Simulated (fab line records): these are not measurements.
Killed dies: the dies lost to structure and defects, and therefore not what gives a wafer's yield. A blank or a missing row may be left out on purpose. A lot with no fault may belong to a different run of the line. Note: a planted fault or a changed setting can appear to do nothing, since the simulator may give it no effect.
Matching of chambers | flow nandHarc | 4 sister chambers for NHARC_P_CONTACT_CMP_01 on cmp-01
The step polishes SiO2, target thk 200 nm. 14 wafers are shown with their chamber, then 7 later ones without.

EACH WAFER AND ITS CHAMBER
wafer  | chamber | motorCurrentA (A)
L079.1 | 1       | 11.2
L079.2 | 2       | 12.0
L079.5 | 3       | 11.7
L083.2 | 0       | 13.4
L083.4 | 1       | 11.2
L083.6 | 1       | 11.0
L089.3 | 0       | 12.9
L089.4 | 2       | 11.3
L089.5 | 0       | 13.3
L091.2 | 3       | 10.7
L091.4 | 0       | 13.0
L091.6 | 0       | 12.7
L095.3 | 3       | 11.0
L095.4 | 1       | 10.9

SIGNATURES (means of the wafers above)
reading       | chamber 0 | chamber 1 | chamber 2 | chamber 3 | scatter within a chamber
motorCurrentA | 13.060    | 11.075    | 11.650    | 11.133    | 0.342
Rule: a wafer's distance from a chamber is the root of the sum, over the readings, of the square of ((its reading less the chamber's mean) divided by the reading's scatter). If the next closest chamber is less than 2 further off than the closest, the wafer can't be placed; otherwise it belongs to the closest. The scatter is the square root of a quotient: the sum, over the shown wafers, of each reading's squared deviation from its chamber's mean, divided by wafers minus chambers.

WAFERS WITHOUT THEIR CHAMBER
wafer  | motorCurrentA (A)
L095.6 | 11.6
L097.1 | 11.1
L097.2 | 12.6
L097.6 | 11.3
L097.3 | 10.8
L097.4 | 11.5
L097.5 | 11.1

WHICH CHAMBER EACH ONE RAN IN
wafer  | from the rows above          | in truth
L095.6 | can't be placed: 2 or 3 or 1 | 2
L097.1 | can't be placed: 1 or 3 or 2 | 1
L097.2 | can't be placed: 0 or 2      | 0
L097.6 | can't be placed: 3 or 1 or 2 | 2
L097.3 | can't be placed: 1 or 3 or 2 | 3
L097.4 | can't be placed: 2 or 3 or 1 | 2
L097.5 | can't be placed: 1 or 3 or 2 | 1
0 of 7 placed correctly. Not placeable from these rows: 7 (in 7, the candidates include the true chamber). 0 placed wrongly.
